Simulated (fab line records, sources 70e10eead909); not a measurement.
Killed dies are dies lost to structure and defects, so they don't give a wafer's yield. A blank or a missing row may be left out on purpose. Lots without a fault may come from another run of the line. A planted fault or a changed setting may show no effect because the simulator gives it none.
fab line records | flow nand_harc
record lots=24 wafers=72 last_day=33
route steps=1302 shown A_CONTACT@1012
lots that met no fault: from a run of the same line without faults
start_h: hours from the record's first day to the start of the lot's first wafer shown | wait_h: hours since the lot's step before | " the same as in the row above | L1.1+2: a row that stands for several wafers | - no value, or no start given | * or withheld: withheld | < > ~ a bound
route shown NAME@n: a module of which the file shows steps, and the number in the route of the first | usual: mean/standard deviation of fault-free wafers | same: alike in all rows | chamber/n: place in a boat | sites: the reading at each site | _std_site: their standard deviation | _edge_site: outer sites' mean less inner sites' | radius_mm: how far each site lies from the wafer's centre | mask NAME#n: copy n | behind: the tool/chamber that last shaped the wafer | hold: why the lot was held/for how many hours/how that ended | device: the transistor (n, p or np) that didn't switch | end of line: the same wafers' tests at the end of the route | a step without rows: its recipe alone | killed: dies lost to structure and defects at the first sort, not the wafer's yield | map: a wafer's dies, x killed, . not, _ none there
set.NAME: the setting as run; set.NAME@STEP: as run at that earlier step | model.NAME: the simulator's own value behind a step, which no gauge read
steps of the route over a sample of lots; a table a step, a row a wafer
services: from which hour (start_h, from the record's first day; less than 0 if before it) a tool's chamber was out of use, for how many hours, and why
## steps
# step NHARC_A_CONTACT_ETCH_118
# recipe source_w=withheld pressure_mtorr=20 bias_v=3000 time_s=190 target_depth_a=18500 ar_flow_sccm=withheld c4f8_flow_sccm=withheld o2_flow_sccm=withheld chemistry=C4F8/O2/Ar
# columns lot.wafer tool chamber start_h wait_h rf_hours_counter_h
L076.2 har_cap_etch-02 1 502.48 0.1 87
L076.3 " 1 " " -
L076.6 " 0 " " -
L075.2 har_cap_etch-02 1 506.42 0.1 89
L075.4 " 1 " " -
L075.6 " 0 " " -
L074.1 har_cap_etch-03 0 507.86 0.1 41
L074.2 " 1 " " 41
L074.3 " 1 " " -
L077.4 har_cap_etch-01 1 525.15 0.1 -
L077.5 " 1 " " -
L077.6 " 0 " " -
L078.4 har_cap_etch-03 0 525.43 0.1 -
L078.3 " 1 " " -
L078.6 " 0 " " -
L080.3 har_cap_etch-02 1 537.59 0.1 -
L080.4 " 0 " " -
L080.5 " 0 " " -
L079.1 har_cap_etch-01 0 539.60 0.1 7
L079.4 " 0 " " -
L079.5 " 0 " " -
L081.2 har_cap_etch-03 1 558.38 0.1 52
L081.3 " 1 " " -
L081.5 " 1 " " -
L084.1 har_cap_etch-02 1 580.87 0.2 104
L084.3 " 1 " " -
L084.6 " 1 " " -
L082.2 har_cap_etch-03 0 582.64 0.1 56
L082.4 " 1 " " -
L082.5 " 1 " " -
L083.1 har_cap_etch-02 0 585.02 0.1 106
L083.5 " 0 " " -
L083.6 " 1 " " -
L085.4 har_cap_etch-01 0 606.40 0.2 -
L085.3 " 1 " " -
L085.6 " 0 " " -
L086.4 har_cap_etch-03 0 610.29 0.1 -
L086.5 " 0 " " -
L086.6 " 1 " " -
L087.1 har_cap_etch-02 0 611.07 0.1 112
L087.3 " 1 " " -
L087.4 " 0 " " -
L088.2 har_cap_etch-02 0 629.64 0.1 116
L088.4 " 1 " " -
L088.5 " 1 " " -
L089.1 har_cap_etch-01 0 630.06 0.1 21
L089.3 " 0 " " -
L089.6 " 0 " " -
L090.1 har_cap_etch-02 0 664.23 0.1 120
L090.3 " 0 " " -
L090.4 " 1 " " -
L091.2 har_cap_etch-01 1 674.24 0.1 24
L091.3 " 0 " " -
L091.5 " 0 " " -
L093.1 har_cap_etch-02 1 682.00 0.1 122
L093.3 " 1 " " -
L093.5 " 1 " " -
L094.2 har_cap_etch-01 0 682.15 0.1 27
L094.4 " 1 " " -
L094.6 " 1 " " -
L092.1 har_cap_etch-03 0 685.15 0.1 73
L092.2 " 1 " " 73
L092.4 " 1 " " -
L095.2 har_cap_etch-02 0 705.93 0.1 129
L095.4 " 0 " " -
L095.5 " 0 " " -
L096.4 har_cap_etch-03 1 706.86 0.1 -
L096.5 " 1 " " -
L096.6 " 0 " " -
L097.2 har_cap_etch-01 0 708.26 0.1 35
L097.3 " 1 " " -
L097.4 " 0 " " -
# step NHARC_A_CONTACT_ETCH_122
# recipe source_w=withheld pressure_mtorr=20 bias_v=3000 time_s=190 target_depth_a=18500 ar_flow_sccm=withheld c4f8_flow_sccm=withheld o2_flow_sccm=withheld chemistry=C4F8/O2/Ar
# columns lot.wafer tool chamber start_h wait_h rf_hours_counter_h
L076.2 har_cap_etch-02 1 503.16 0.1 88
L076.3 " 1 " " -
L076.6 " 0 " " -
L075.2 har_cap_etch-02 1 507.11 0.1 90
L075.4 " 1 " " -
L075.6 " 0 " " -
L074.1 har_cap_etch-03 0 508.55 0.1 42
L074.2 " 1 " " 42
L074.3 " 1 " " -
L077.4 har_cap_etch-01 1 525.84 0.1 -
L077.5 " 1 " " -
L077.6 " 0 " " -
L078.4 har_cap_etch-03 0 526.11 0.1 -
L078.3 " 1 " " -
L078.6 " 0 " " -
L080.3 har_cap_etch-02 1 538.28 0.1 -
L080.4 " 0 " " -
L080.5 " 0 " " -
L079.1 har_cap_etch-01 0 540.29 0.1 8
L079.4 " 0 " " -
L079.5 " 0 " " -
L081.2 har_cap_etch-03 1 559.07 0.1 53
L081.3 " 1 " " -
L081.5 " 1 " " -
L084.1 har_cap_etch-02 1 581.78 0.2 105
L084.3 " 1 " " -
L084.6 " 1 " " -
L082.2 har_cap_etch-03 0 583.32 0.1 57
L082.4 " 1 " " -
L082.5 " 1 " " -
L083.1 har_cap_etch-02 0 585.71 0.1 107
L083.5 " 0 " " -
L083.6 " 1 " " -
L085.4 har_cap_etch-01 0 607.31 0.2 -
L085.3 " 1 " " -
L085.6 " 0 " " -
L086.4 har_cap_etch-03 0 610.98 0.1 -
L086.5 " 0 " " -
L086.6 " 1 " " -
L087.1 har_cap_etch-02 0 611.75 0.1 112
L087.3 " 1 " " -
L087.4 " 0 " " -
L088.2 har_cap_etch-02 0 630.33 0.1 116
L088.4 " 1 " " -
L088.5 " 1 " " -
L089.1 har_cap_etch-01 0 630.73 0.1 21
L089.3 " 0 " " -
L089.6 " 0 " " -
L090.1 har_cap_etch-02 0 664.90 0.1 120
L090.3 " 0 " " -
L090.4 " 1 " " -
L091.2 har_cap_etch-01 1 674.92 0.1 25
L091.3 " 0 " " -
L091.5 " 0 " " -
L093.1 har_cap_etch-02 1 682.69 0.1 123
L093.3 " 1 " " -
L093.5 " 1 " " -
L094.2 har_cap_etch-01 0 682.84 0.1 27
L094.4 " 1 " " -
L094.6 " 1 " " -
L092.1 har_cap_etch-03 0 685.82 0.1 74
L092.2 " 1 " " 74
L092.4 " 1 " " -
L095.2 har_cap_etch-02 0 706.61 0.1 130
L095.4 " 0 " " -
L095.5 " 0 " " -
L096.4 har_cap_etch-03 1 707.54 0.1 -
L096.5 " 1 " " -
L096.6 " 0 " " -
L097.2 har_cap_etch-01 0 708.94 0.1 36
L097.3 " 1 " " -
L097.4 " 0 " " -
# step NHARC_A_CONTACT_OVL_MEAS_70
# usual overlay_x_nm=0.0/0.94 overlay_y_nm=0.3/0.68
# columns lot.wafer tool chamber start_h wait_h overlay_x_nm overlay_y_nm
L076.2 overlay-01 - 509.56 - 1.9 0.3
L076.3 " - " " 1.2 0.7
L076.6 " - " " 1.4 0.5
L075.2 overlay-01 - 515.09 - -0.4 -0.1
L075.4 " - " " 0.0 0.7
L075.6 " - " " -0.2 0.4
L074.1 overlay-02 - 515.71 - 0.7 0.2
L074.2 " - " " 0.9 1.2
L074.3 " - " " 0.7 0.6
L077.4 overlay-01 - 532.09 - 0.8 0.7
L077.5 " - " " 0.7 0.9
L077.6 " - " " 0.9 0.4
L078.3 overlay-02 - 532.41 - 0.1 -0.1
L078.4 " - " " 0.1 0.2
L078.6 " - " " -0.2 0.3
L080.3 overlay-02 - 545.62 - -0.3 1.1
L080.4 " - " " 0.1 1.6
L080.5 " - " " 0.9 1.4
L079.1 overlay-02 - 546.99 - 0.4 0.0
L079.4 " - " " 0.0 -0.3
L079.5 " - " " 0.2 0.0
L081.2 overlay-01 - 565.46 - -1.3 0.2
L081.3 " - " " -1.4 0.3
L081.5 " - " " -1.1 0.0
L084.1 overlay-02 - 589.02 - 1.7 0.8
L084.3 " - " " 2.0 0.2
L084.6 " - " " 2.1 0.1
L082.2 overlay-01 - 589.67 - -0.7 0.1
L082.4 " - " " 0.1 0.2
L082.5 " - " " -0.3 0.9
L083.1 overlay-01 - 592.22 - -0.6 0.9
L083.5 " - " " -1.4 1.2
L083.6 " - " " -0.7 0.3
L085.3 overlay-02 - 613.79 - -1.1 0.5
L085.4 " - " " -0.9 0.2
L085.6 " - " " -0.8 0.2
L086.4 overlay-02 - 617.31 - -1.3 -1.1
L086.5 " - " " -1.9 -1.0
L086.6 " - " " -2.2 -1.2
L087.1 overlay-02 - 618.37 - 0.2 0.8
L087.3 " - " " -0.4 0.8
L087.4 " - " " -0.8 0.5
L088.2 overlay-01 - 636.71 - -0.6 -1.2
L088.4 " - " " -0.4 -0.1
L088.5 " - " " -0.2 -0.8
L089.1 overlay-01 - 637.75 - 1.6 -0.1
L089.3 " - " " 1.5 0.4
L089.6 " - " " 1.8 0.0
L090.1 overlay-02 - 674.59 - 0.7 -1.0
L090.3 " - " " 0.9 -0.8
L090.4 " - " " 0.4 -0.3
L091.2 overlay-02 - 682.11 - 0.8 0.9
L091.3 " - " " 0.6 0.4
L091.5 " - " " 0.4 0.1
L093.1 overlay-01 - 689.42 - 1.2 1.5
L093.3 " - " " 1.4 0.8
L093.5 " - " " 1.1 1.4
L094.2 overlay-01 - 690.37 - -0.8 1.0
L094.4 " - " " -0.7 1.3
L094.6 " - " " -0.8 0.9
L092.1 overlay-02 - 693.52 - -0.6 0.3
L092.2 " - " " -0.3 0.0
L092.4 " - " " -0.3 0.6
L095.2 overlay-01 - 713.02 - -0.7 1.4
L095.4 " - " " -0.8 1.6
L095.5 " - " " -1.6 0.8
L096.4 overlay-01 - 716.28 - 0.3 -0.1
L096.5 " - " " 0.1 0.4
L096.6 " - " " 0.0 -0.8
L097.2 overlay-01 - 719.22 - -0.1 0.1
L097.3 " - " " 0.0 -0.5
L097.4 " - " " -0.3 -0.4
# step NHARC_A_CONTACT_ETCH_77
# recipe target_depth_a=1089 time_s=54.5 cf4_flow_sccm=100 chf3_flow_sccm=30 ar_flow_sccm=0 rf_w=500 bias_w=200 chemistry=CF4/CHF3
# usual drypump_motor_current_A=5.7/0.55 oes_product_au=0.945/0.024 rf_vpp_V=372.0/2.1 showerhead_plenum_p_Torr=1.62/0.06 throttle_valve_pct=16.803/0.01
# columns lot.wafer tool chamber start_h wait_h drypump_motor_current_A oes_product_au rf_hours_counter_h rf_vpp_V showerhead_plenum_p_Torr throttle_valve_pct
L076.3 rie_diel-02 3 - - 4.9 0.977 37 368.9 1.50 16.818
L076.2 " 0 " " 6.7 0.977 38 373.0 1.67 16.787
L076.6 " 0 " " 6.7 0.975 - 374.6 1.67 16.810
L075.2 rie_diel-11 3 - - 5.8 0.925 10 374.1 1.70 16.792
L075.4 " 0 " " 5.5 0.908 11 371.5 1.61 16.785
L075.6 " 2 " " 5.7 0.921 - 373.6 1.62 16.830
L074.1 rie_diel-09 1 - - 6.2 0.943 2 370.9 1.55 16.811
L074.3 " 2 " " 5.0 0.965 1 374.2 1.70 16.810
L074.2 " 0 " " 6.1 0.958 2 373.0 1.66 16.808
L077.4 rie_diel-09 3 - - 4.7 0.963 7 369.7 1.57 16.800
L077.6 " 3 " " 4.7 0.953 - 370.4 1.57 16.800
L077.5 " 0 " " 6.1 0.944 - 373.6 1.66 16.800
L078.4 rie_diel-11 1 - - 5.7 0.983 16 374.4 1.70 16.802
L078.3 " 2 " " 5.7 0.977 15 371.6 1.62 16.806
L078.6 " 1 " " 5.7 0.999 - 373.3 1.70 16.784
L080.4 rie_diel-02 3 - - 4.9 0.936 51 367.3 1.50 16.810
L080.3 " 1 " " 6.3 0.924 47 370.6 1.59 16.811
L080.5 " 3 " " 4.9 0.937 - 367.8 1.50 16.794
L079.1 rie_diel-11 2 - - 5.7 0.985 18 372.9 1.62 16.788
L079.4 " 1 " " 5.8 0.981 18 375.8 1.69 16.803
L079.5 " 3 " " 5.8 0.971 - 375.5 1.70 16.796
L081.3 rie_diel-11 1 - - 5.7 0.929 21 373.1 1.69 16.804
L081.2 " 2 " " 5.7 0.927 20 372.7 1.62 16.793
L081.5 " 1 " " 5.8 0.920 - 374.0 1.69 16.795
L084.1 rie_diel-02 1 - - 6.3 0.959 3 370.4 1.59 16.800
L084.3 " 2 " " 5.7 0.966 2 370.6 1.59 16.815
L084.6 " 2 " " 5.7 0.969 - 371.9 1.59 16.807
L082.2 rie_diel-09 1 - - 6.2 0.920 10 371.0 1.55 16.801
L082.4 " 1 " " 6.2 0.915 - 369.9 1.55 16.819
L082.5 " 3 " " 4.7 0.925 - 371.4 1.56 16.808
L083.1 rie_diel-09 1 - - 6.2 0.908 11 368.7 1.55 16.804
L083.6 " 3 " " 4.7 0.919 - 370.0 1.56 16.796
L083.5 " 1 " " 6.2 0.901 - 368.6 1.55 16.791
L085.4 rie_diel-09 2 - - 5.0 0.922 43 374.2 1.69 16.803
L085.3 " 1 " " 6.2 0.950 16 370.4 1.54 16.800
L085.6 " 3 " " 4.7 0.937 - 369.1 1.56 16.818
L086.4 rie_diel-09 2 - - 5.0 0.918 45 374.2 1.69 16.809
L086.5 " 3 " " 4.7 0.929 - 371.6 1.56 16.775
L086.6 " 0 " " 6.2 0.914 - 372.8 1.65 16.817
L087.4 rie_diel-02 3 - - 4.9 0.956 8 367.2 1.49 16.809
L087.3 " 0 " " 6.7 0.950 8 372.9 1.66 16.799
L087.1 " 1 " " 6.3 0.940 9 369.7 1.59 16.803
L088.4 rie_diel-11 2 - - 5.7 0.966 2 372.0 1.62 16.805
L088.2 " 1 " " 5.7 0.952 3 373.4 1.69 16.813
L088.5 " 3 " " 5.7 0.986 - 374.9 1.69 16.812
L089.3 rie_diel-02 1 - - 6.3 0.960 18 371.0 1.59 16.798
L089.1 " 3 " " 4.9 0.971 17 366.8 1.49 16.798
L089.6 " 0 " " 6.6 0.970 - 372.6 1.66 16.805
L090.1 rie_diel-11 3 - - 5.8 0.938 8 373.9 1.69 16.797
L090.3 " 0 " " 5.5 0.921 5 371.5 1.61 16.799
L090.4 " 2 " " 5.7 0.922 7 371.7 1.61 16.804
L091.3 rie_diel-11 2 - - 5.7 0.915 9 371.1 1.61 16.797
L091.2 " 3 " " 5.8 0.940 10 374.9 1.69 16.813
L091.5 " 1 " " 5.8 0.917 - 373.9 1.69 16.804
L093.3 rie_diel-11 3 - - 5.7 0.977 11 374.0 1.69 16.800
L093.1 " 1 " " 5.8 0.972 12 373.1 1.69 16.825
L093.5 " 0 " " 5.5 0.993 - 371.7 1.60 16.803
L094.4 rie_diel-02 1 - - 6.3 0.959 33 371.6 1.58 16.799
L094.2 " 0 " " 6.7 0.968 34 373.5 1.65 16.800
L094.6 " 2 " " 5.6 0.973 - 371.5 1.58 16.795
L092.2 rie_diel-09 0 - - 6.1 0.947 3 373.6 1.64 16.823
L092.4 " 1 " " 6.2 0.943 3 369.0 1.54 16.806
L092.1 " 3 " " 4.7 0.962 3 370.5 1.55 16.802
L095.2 rie_diel-11 2 - - 5.6 0.913 15 372.3 1.61 16.805
L095.4 " 0 " " 5.5 0.943 15 372.2 1.60 16.797
L095.5 " 2 " " 5.7 0.922 - 371.7 1.61 16.809
L096.4 rie_diel-09 1 - - 6.2 0.927 15 369.2 1.54 16.814
L096.5 " 3 " " 4.7 0.926 - 369.8 1.55 16.813
L096.6 " 0 " " 6.1 0.925 - 370.7 1.64 16.800
L097.2 rie_diel-11 0 - - 5.5 0.935 16 373.0 1.60 16.780
L097.4 " 2 " " 5.7 0.907 16 371.9 1.61 16.801
L097.3 " 3 " " 5.8 0.936 17 374.9 1.69 16.796
# step NHARC_A_CONTACT_ETCH_124
# recipe source_w=withheld pressure_mtorr=20 bias_v=withheld time_s=140 target_depth_a=7000 ar_flow_sccm=withheld c4f8_flow_sccm=withheld o2_flow_sccm=withheld chemistry=C4F8/O2/Ar
# columns lot.wafer tool chamber start_h wait_h rf_hours_counter_h
L076.2 har_cap_etch-02 1 511.21 - 90
L076.3 " 0 " " -
L076.6 " 0 " " -
L075.2 har_cap_etch-01 0 516.75 - 0
L075.4 " 0 " " -
L075.6 " 1 " " -
L074.1 har_cap_etch-03 0 517.34 - 42
L074.2 " 1 " " 42
L074.3 " 1 " " -
L077.4 har_cap_etch-01 0 533.83 - -
L077.5 " 1 " " -
L077.6 " 0 " " -
L078.4 har_cap_etch-03 0 534.11 - -
L078.3 " 1 " " -
L078.6 " 0 " " -
L080.4 har_cap_etch-01 1 547.49 - -
L080.3 " 0 " " -
L080.5 " 0 " " -
L079.1 har_cap_etch-03 0 548.66 - 49
L079.4 " 0 " " -
L079.5 " 0 " " -
L081.2 har_cap_etch-02 0 567.14 - 101
L081.3 " 0 " " -
L081.5 " 1 " " -
L084.1 har_cap_etch-01 1 590.68 - 11
L084.3 " 0 " " -
L084.6 " 0 " " -
L082.2 har_cap_etch-03 1 591.61 - 57
L082.4 " 1 " " -
L082.5 " 1 " " -
L083.1 har_cap_etch-02 0 594.42 - 108
L083.6 " 0 " " -
L083.5 " 1 " " -
L085.3 har_cap_etch-01 1 615.51 - -
L085.4 " 0 " " -
L085.6 " 1 " " -
L086.4 har_cap_etch-03 1 619.01 - -
L086.6 " 1 " " -
L086.5 " 0 " " -
L087.1 har_cap_etch-02 0 620.07 - 113
L087.3 " 0 " " -
L087.4 " 1 " " -
L088.2 har_cap_etch-03 0 638.40 - 67
L088.4 " 0 " " -
L088.5 " 0 " " -
L089.1 har_cap_etch-02 1 639.44 - 117
L089.3 " 1 " " -
L089.6 " 1 " " -
L090.1 har_cap_etch-03 1 676.26 - 70
L090.4 " 0 " " -
L090.3 " 1 " " -
L091.2 har_cap_etch-01 1 684.49 - 28
L091.3 " 1 " " -
L091.5 " 0 " " -
L093.1 har_cap_etch-02 0 691.10 - 125
L093.3 " 0 " " -
L093.5 " 1 " " -
L094.2 har_cap_etch-01 1 692.04 - 30
L094.4 " 0 " " -
L094.6 " 0 " " -
L092.2 har_cap_etch-02 0 695.21 - 126
L092.1 " 1 " " 126
L092.4 " 1 " " -
L095.2 har_cap_etch-02 0 714.66 - 130
L095.4 " 0 " " -
L095.5 " 1 " " -
L096.4 har_cap_etch-03 1 718.05 - -
L096.6 " 1 " " -
L096.5 " 0 " " -
L097.2 har_cap_etch-01 1 720.91 - 36
L097.4 " 0 " " -
L097.3 " 1 " " -
# step NHARC_A_CONTACT_ETCH_97
# recipe target_depth_a=200 over_etch_frac=0.5 time_s=10 ion_energy_ev=250 c4f6_flow_sccm=25 o2_flow_sccm=20 ar_flow_sccm=500 rf_w=600 bias_w=500 chemistry=C4F6/O2
# usual drypump_motor_current_A=5.7/0.38 o2_flow_sccm=20.00/0.061 oes_product_au=0.954/0.023 rf_vpp_V=549.9/2.8 showerhead_plenum_p_Torr=4.08/0.13 throttle_valve_pct=26.903/0.0084
# columns lot.wafer tool chamber start_h wait_h drypump_motor_current_A o2_flow_sccm oes_product_au rf_hours_counter_h rf_vpp_V showerhead_plenum_p_Torr throttle_valve_pct
L076.3 rie_diel-11 3 - - 5.7 20.13 0.940 10 553.3 4.22 26.912
L076.2 " 1 " " 5.8 19.98 0.946 12 553.1 4.22 26.912
L076.6 " 3 " " 5.7 20.05 0.931 - 553.0 4.22 26.920
L075.2 rie_diel-11 2 - - 5.7 20.06 0.942 12 548.6 4.04 26.907
L075.4 " 3 " " 5.8 20.02 0.943 11 553.6 4.22 26.906
L075.6 " 2 " " 5.7 19.99 0.946 - 550.0 4.04 26.903
L074.3 rie_diel-11 1 - - 5.7 20.04 0.955 13 551.8 4.22 26.905
L074.1 " 2 " " 5.7 20.00 0.968 12 548.9 4.04 26.900
L074.2 " 0 " " 5.5 19.98 0.944 12 549.3 4.01 26.892
L077.4 rie_diel-11 2 - - 5.7 19.89 0.943 15 548.6 4.03 26.909
L077.6 " 2 " " 5.7 19.95 0.947 - 548.5 4.03 26.918
L077.5 " 3 " " 5.8 20.09 0.960 - 551.3 4.22 26.900
L078.3 rie_diel-02 3 - - 4.9 19.91 0.937 46 542.2 3.74 26.901
L078.4 " 0 " " 6.7 19.99 0.950 47 550.8 4.14 26.882
L078.6 " 0 " " 6.7 19.95 0.947 - 552.1 4.14 26.899
L080.4 rie_diel-11 0 - - 5.5 19.97 0.936 19 550.2 4.01 26.913
L080.3 " 3 " " 5.8 19.94 0.958 19 554.7 4.21 26.902
L080.5 " 0 " " 5.6 20.04 0.940 - 549.1 4.01 26.897
L079.4 rie_diel-11 2 - - 5.7 20.10 0.939 18 548.0 4.03 26.901
L079.1 " 3 " " 5.7 20.10 0.956 19 553.1 4.22 26.913
L079.5 " 2 " " 5.7 20.09 0.943 - 549.3 4.03 26.890
L081.3 rie_diel-11 2 569.67 0.1 5.7 20.09 0.953 21 547.6 4.03 26.909
L081.2 " 1 " " 5.8 19.93 0.959 21 553.8 4.21 26.906
L081.5 " 1 " " 5.8 19.93 0.953 - 553.1 4.21 26.899
L084.1 rie_diel-11 1 - - 5.8 19.88 0.937 24 553.0 4.21 26.907
L084.3 " 2 " " 5.7 19.98 0.932 25 548.7 4.03 26.907
L084.6 " 3 " " 5.8 19.96 0.955 - 552.4 4.21 26.916
L082.2 rie_diel-11 0 - - 5.5 19.91 0.932 24 548.6 4.01 26.900
L082.4 " 1 " " 5.8 20.05 0.937 24 552.7 4.21 26.898
L082.5 " 2 " " 5.7 20.01 0.943 - 548.4 4.03 26.898
L083.1 rie_diel-09 1 - - 6.3 19.97 0.934 13 545.3 3.86 26.897
L083.5 " 3 " " 4.7 20.00 0.939 - 546.0 3.90 26.913
L083.6 " 0 " " 6.2 19.99 0.928 - 551.4 4.10 26.908
L085.4 rie_diel-02 3 - - 5.0 19.97 0.991 8 543.2 3.73 26.918
L085.3 " 0 " " 6.7 19.98 0.994 8 550.3 4.13 26.902
L085.6 " 2 " " 5.7 20.08 0.998 - 546.8 3.96 26.908
L086.4 rie_diel-11 0 - - 5.5 20.06 1.012 0 549.0 4.00 26.901
L086.5 " 0 " " 5.6 20.08 1.006 - 548.4 4.00 26.910
L086.6 " 1 " " 5.8 19.95 0.987 - 552.3 4.21 26.902
L087.4 rie_diel-11 3 - - 5.7 19.95 1.019 0 553.4 4.21 26.900
L087.3 " 1 " " 5.8 20.00 0.995 0 551.4 4.21 26.915
L087.1 " 2 " " 5.7 19.93 0.992 0 549.9 4.03 26.892
L088.4 rie_diel-11 1 - - 5.8 20.03 0.920 3 552.7 4.21 26.911
L088.2 " 2 " " 5.7 19.96 0.942 3 548.6 4.02 26.900
L088.5 " 0 " " 5.5 19.95 0.958 - 547.9 4.00 26.910
L089.1 rie_diel-11 3 - - 5.8 20.07 0.968 4 552.4 4.21 26.909
L089.3 " 1 " " 5.8 19.96 0.937 3 552.0 4.21 26.894
L089.6 " 3 " " 5.7 20.03 0.967 - 552.8 4.21 26.899
L090.3 rie_diel-11 0 - - 5.5 19.94 0.950 6 549.0 4.00 26.897
L090.1 " 1 " " 5.8 19.99 0.939 8 552.1 4.20 26.909
L090.4 " 2 " " 5.7 20.10 0.937 7 549.0 4.02 26.909
L091.3 rie_diel-02 1 - - 6.4 20.03 0.942 32 547.9 3.94 26.912
L091.2 " 2 " " 5.7 19.88 0.936 31 546.3 3.94 26.900
L091.5 " 0 " " 6.7 19.98 0.942 - 550.8 4.11 26.889
L093.3 rie_diel-11 3 - - 5.8 19.97 0.962 12 551.7 4.20 26.910
L093.1 " 1 " " 5.7 20.01 0.929 13 553.9 4.20 26.907
L093.5 " 0 " " 5.5 20.06 0.947 - 547.2 4.00 26.910
L094.4 rie_diel-11 1 - - 5.8 19.92 0.935 13 550.6 4.20 26.887
L094.2 " 2 " " 5.7 19.87 0.942 11 548.3 4.02 26.896
L094.6 " 0 " " 5.5 20.07 0.950 - 549.4 4.00 26.910
L092.2 rie_diel-02 3 - - 5.0 20.04 0.994 35 541.6 3.71 26.900
L092.1 " 0 " " 6.7 20.02 0.989 37 551.5 4.11 26.902
L092.4 " 2 " " 5.7 19.97 0.989 37 547.9 3.94 26.891
L095.4 rie_diel-11 3 - - 5.8 20.06 0.948 17 552.9 4.20 26.911
L095.2 " 2 " " 5.7 19.94 0.935 16 548.7 4.02 26.899
L095.5 " 0 " " 5.5 20.07 0.953 - 547.6 3.99 26.899
L096.4 rie_diel-09 2 - - 5.0 20.05 0.938 18 551.9 4.17 26.894
L096.5 " 2 " " 5.0 20.11 0.939 - 552.4 4.17 26.903
L096.6 " 3 " " 4.7 20.02 0.933 - 546.0 3.87 26.894
L097.4 rie_diel-11 0 - - 5.5 19.98 0.966 17 547.4 3.99 26.914
L097.3 " 1 " " 5.8 20.07 0.954 18 552.3 4.20 26.911
L097.2 " 3 " " 5.8 20.00 0.952 19 553.0 4.20 26.901
## services
# columns tool chamber start_h hours kind
rie_diel-11 0 490.53 - clean
rie_diel-11 1 490.53 - clean
rie_diel-11 2 490.53 - clean
rie_diel-11 3 490.53 - clean
har_cap_etch-01 - 497.00 17.0 pm
rie_diel-09 - 497.17 9.0 pm
rie_diel-11 0 515.03 - clean
rie_diel-11 1 515.03 - clean
rie_diel-11 2 515.03 - clean
rie_diel-11 3 515.03 - clean
rie_diel-11 0 539.53 - clean
rie_diel-11 1 539.53 - clean
rie_diel-11 2 539.53 - clean
rie_diel-11 3 539.53 - clean
rie_diel-09 1 539.60 45.0 repair
har_cap_etch-01 - 558.80 24.6 repair
rie_diel-11 0 568.61 6.3 repair
rie_diel-02 - 570.88 9.0 pm
rie_diel-09 0 589.90 6.2 repair
rie_diel-11 - 609.53 9.0 pm
rie_diel-11 0 659.83 12.7 repair
rie_diel-09 - 674.17 9.0 pm
rie_diel-02 1 717.94 7.2 repair
rie_diel-09 - 722.18 0.6 repair
## key
fault none
